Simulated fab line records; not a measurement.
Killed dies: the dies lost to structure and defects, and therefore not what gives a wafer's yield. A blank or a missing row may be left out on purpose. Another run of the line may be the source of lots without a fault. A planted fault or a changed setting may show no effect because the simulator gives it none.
Which tool is to blame?	flow nand harc	12 lots, 36 wafers sampled, at 5 steps of a route of 1159

## WHAT EACH GAUGE READ, for each wafer
NHARC_END_SORT_01. Usual: killed at array 28, standard deviation 11; killed at other 0.9, standard deviation 1.2; killed at periphery 2.6, standard deviation 2.1; killed dies 31, standard deviation 11; killed open 3.1, standard deviation 1.7; killed short 1.9, standard deviation 1.3.
lot	measured	on	killed at array	killed at other	killed at periphery	killed dies	killed open	killed short	flag
L449	day 26 03:54	prober-01	668 27 667	5 1 3	4 4 7	677 32 677	5 2 3	4 0 2	OFF

## WHICH TOOL RAN EACH LOT (tool, then ch and the chambers of the sampled wafers, then the start)
lot	NHARC_A_STAIRCASE_STRIP_316	NHARC_A_STAIRCASE_ETCHBACK_416	NHARC_A_STAIRCASE_CMP_450	NHARC_A_STAIRCASE_ETCHBACK_157
L439	rie diel-11 ch 0,1,3, day 14 09:22 or earlier	rie diel-09 ch 0,1,3, day 14 09:22 or earlier	cmp-02 ch 1,2, day 14 09:22	rie diel-09 ch 2,3, day 14 10:20
L440	rie diel-09 ch 0,2, day 14 11:45 or earlier	rie diel-11 ch 1,2, day 14 11:45 or earlier	cmp-04 ch 0,1, day 14 11:45	rie diel-11 ch 0,1, day 14 12:38
L438	rie diel-11 ch 0,2,3, day 14 12:02 or earlier	rie diel-09 ch 0,1, day 14 12:02 or earlier	cmp-02 ch 0,2,3, day 14 12:02	rie diel-09 ch 0,1,2, day 14 12:56
L441	rie diel-09 ch 0,1,3, day 14 09:05 or earlier	rie diel-13 ch 0,3, day 14 09:05 or earlier	cmp-04 ch 2,3, day 14 09:05	rie diel-13 ch 1,2, day 14 10:07
L443	rie diel-09 ch 0,1,3, day 16 00:22 or earlier	rie diel-13 ch 0,2,3, day 16 00:22 or earlier	cmp-02 ch 0,1,2, day 16 00:22	rie diel-09 ch 2,3, day 16 01:47
L444	rie diel-11 ch 0,1, day 16 02:53 or earlier	rie diel-11 ch 0,1,2, day 16 02:53 or earlier	cmp-02 ch 1,2, day 16 02:53	rie diel-09 ch 1,2,3, day 16 03:51
L442	rie diel-13 ch 1,2,3, day 16 03:50 or earlier	rie diel-11 ch 0,1,2, day 16 03:50 or earlier	cmp-03 ch 0,1,3, day 16 03:50	rie diel-13 ch 0,1,2, day 16 04:44
L450	rie diel-11 ch 0,1,3, day 16 15:28 or earlier	rie diel-09 ch 0,1,3, day 16 15:28 or earlier	cmp-03 ch 0,1,2, day 16 15:28	rie diel-09 ch 0,2,3, day 16 16:23
L448	rie diel-09 ch 0,1, day 16 13:51 or earlier	rie diel-13 ch 1,3, day 16 13:51 or earlier	cmp-02 ch 1,2, day 16 13:51	rie diel-09 ch 0,2, day 16 14:44
L449	rie diel-13 ch 0,1,2, day 17 06:57 or earlier	rie diel-11 ch 1,2,3, day 17 06:57 or earlier	cmp-02 ch 0,2,3, day 17 06:57	rie diel-09 ch 0,3, day 17 07:50
L453	rie diel-09 ch 0,2,3, day 17 23:52 or earlier	rie diel-09 ch 0,2,3, day 17 23:52 or earlier	cmp-04 ch 0,2,3, day 17 23:52	rie diel-11 ch 0,2,3, day 18 00:46
L454	rie diel-09 ch 1,2,3, day 18 00:09 or earlier	rie diel-09 ch 1,2,3, day 18 00:09 or earlier	cmp-04 ch 0,3, day 18 00:09	rie diel-11 ch 0,2,3, day 18 01:05
- NHARC_A_STAIRCASE_STRIP_316: strips in O2.
- NHARC_A_STAIRCASE_ETCHBACK_416: etches the open film in C4F8/O2/Ar, target depth 36 nm, time 7.2 s.
- NHARC_A_STAIRCASE_CMP_450: polishes SiO2, target thk 200 nm.
- NHARC_A_STAIRCASE_ETCHBACK_157: etches the open film in CH3F/O2, target depth 90 nm, time 167.14 s.

## WHAT THE TOOLS THEMSELVES READ (means of the sampled wafers that have a number; where no wafer has one, the mark that the record gives instead)
NHARC_A_STAIRCASE_STRIP_316. Usual: drypump motor current A 5.5 A, standard deviation 0.42; oes product au 1.002 a.u., standard deviation 0.0083; rf vpp V 57.9 V, standard deviation 0.86; showerhead plenum p Torr 3.52 Torr, standard deviation 0.15; throttle valve pct 17.037 %, standard deviation 0.0098.
lot	tool	drypump motor current A (A)	oes product au (a.u.)	rf vpp V (V)	showerhead plenum p Torr (Torr)	throttle valve pct (%)	flag
L439	rie diel-11	5.7	1.002	58.7	3.45	17.027	
L440	rie diel-09	5.1	0.992	57.9	3.49	17.042	
L438	rie diel-11	5.7	1.003	57.6	3.41	17.039	
L441	rie diel-09	5.2	1.003	57.2	3.57	17.032	
L443	rie diel-09	5.1	1.000	57.1	3.57	17.039	
L444	rie diel-11	5.6	1.009	58.6	3.48	17.040	
L442	rie diel-13	5.9	1.006	58.0	3.52	17.041	
L450	rie diel-11	5.7	1.008	57.6	3.44	17.032	
L448	rie diel-09	5.1	0.998	57.6	3.50	17.036	
L449	rie diel-13	5.5	1.004	58.2	3.45	17.039	
L453	rie diel-09	5.1	1.001	57.2	3.47	17.036	
L454	rie diel-09	5.3	0.987	58.6	3.62	17.038	

NHARC_A_STAIRCASE_ETCHBACK_416. Usual: oes product au 0.94 a.u., standard deviation 0.031; rf vpp V 723 V, standard deviation 4.5.
lot	tool	oes product au (a.u.)	rf vpp V (V)	flag
L439	rie diel-09	0.93	724	
L440	rie diel-11	0.93	723	
L438	rie diel-09	1.00	723	
L441	rie diel-13	1.00	728	
L443	rie diel-13	0.93	724	
L444	rie diel-11	0.94	721	
L442	rie diel-11	0.94	721	
L450	rie diel-09	0.92	725	
L448	rie diel-13	0.92	727	
L449	rie diel-11	0.93	722	
L453	rie diel-09	0.93	722	
L454	rie diel-09	0.92	726	

NHARC_A_STAIRCASE_CMP_450. Usual: edge zone pressure frac 1.000, standard deviation 0.0049; motor current A 12.0 A, standard deviation 1.3; pad life wafers 201, standard deviation 150.
lot	tool	edge zone pressure frac	motor current A (A)	pad life wafers	flag
L439	cmp-02	0.999	10.2	542	
L440	cmp-04	0.997	12.0	122	
L438	cmp-02	1.002	11.8	566	
L441	cmp-04	1.002	12.1	90	
L443	cmp-02	1.003	11.1	91	
L444	cmp-02	1.000	10.3	108	
L442	cmp-03	1.004	12.6	43	
L450	cmp-03	0.998	12.1	104	
L448	cmp-02	1.003	10.7	176	
L449	cmp-02	1.000	11.9	236	
L453	cmp-04	0.996	11.6	25	
L454	cmp-04	1.002	11.0	36	

NHARC_A_STAIRCASE_ETCHBACK_157. Usual: drypump motor current A 5.4 A, standard deviation 0.35; oes product au 0.983 a.u., standard deviation 0.029; rf vpp V 244.4 V, standard deviation 1.6; showerhead plenum p Torr 2.45 Torr, standard deviation 0.11; throttle valve pct 20.664 %, standard deviation 0.0092.
lot	tool	drypump motor current A (A)	oes product au (a.u.)	rf vpp V (V)	showerhead plenum p Torr (Torr)	throttle valve pct (%)	flag
L439	rie diel-09	5.3	0.993	245.1	2.48	20.663	
L440	rie diel-11	5.6	0.974	243.5	2.37	20.666	
L438	rie diel-09	5.2	0.994	244.3	2.48	20.660	
L441	rie diel-13	5.6	1.009	242.7	2.34	20.658	
L443	rie diel-09	5.3	0.925	244.4	2.46	20.665	
L444	rie diel-09	5.3	0.974	245.7	2.53	20.667	
L442	rie diel-13	5.5	1.004	242.5	2.40	20.662	
L450	rie diel-09	5.1	0.919	244.0	2.42	20.665	
L448	rie diel-09	5.1	0.965	244.1	2.42	20.664	
L449	rie diel-09	4.9	0.870	242.8	2.37	20.661	OFF
L453	rie diel-11	5.7	1.005	243.4	2.36	20.667	
L454	rie diel-11	5.7	1.001	243.7	2.36	20.664	

## THE ANSWER, worked out from the rows above alone
Rule: a lot is off if the mean of its wafers that have a number lies more than 3 standard deviations from the usual mean. Also off: a lot with no number at a reading for which 4 or more lots have one. All remaining lots with rows at the step are treated as sound. The gauges are gone through in route order, then the tools' own readings, and for those a lot's mean is taken as printed above. At the first step where some lot is off, the reading lying furthest off is the one used; lots without a number count as furthest.
Off at NHARC_END_SORT_01 (killed dies): L449. Neither off nor sound, because the step has no rows for them: L439, L440, L438, L441, L443, L444, L442, L450, L448, L453, L454.
A tool fits if, at a process step before that reading, it ran every lot that is off, and no sound lot after the first of them. Not tried: the gauges at NHARC_END_SORT_01; whatever is off there is also off at NHARC_A_STAIRCASE_ETCHBACK_157, on other tools, and gauge error can't account for it. Because NHARC_A_STAIRCASE_STRIP_316 lacks a start for some lots, the hours and order of its lots are taken from NHARC_A_STAIRCASE_CMP_450. Because NHARC_A_STAIRCASE_ETCHBACK_416 lacks a start for some lots, the hours and order of its lots are taken from NHARC_A_STAIRCASE_CMP_450. Can't be told from this: 4 tools fit, rie diel-13 at NHARC_A_STAIRCASE_STRIP_316, rie diel-11 at NHARC_A_STAIRCASE_ETCHBACK_416, cmp-02 at NHARC_A_STAIRCASE_CMP_450, rie diel-09 at NHARC_A_STAIRCASE_ETCHBACK_157.

## WHAT THE SIMULATOR HAD INSERTED
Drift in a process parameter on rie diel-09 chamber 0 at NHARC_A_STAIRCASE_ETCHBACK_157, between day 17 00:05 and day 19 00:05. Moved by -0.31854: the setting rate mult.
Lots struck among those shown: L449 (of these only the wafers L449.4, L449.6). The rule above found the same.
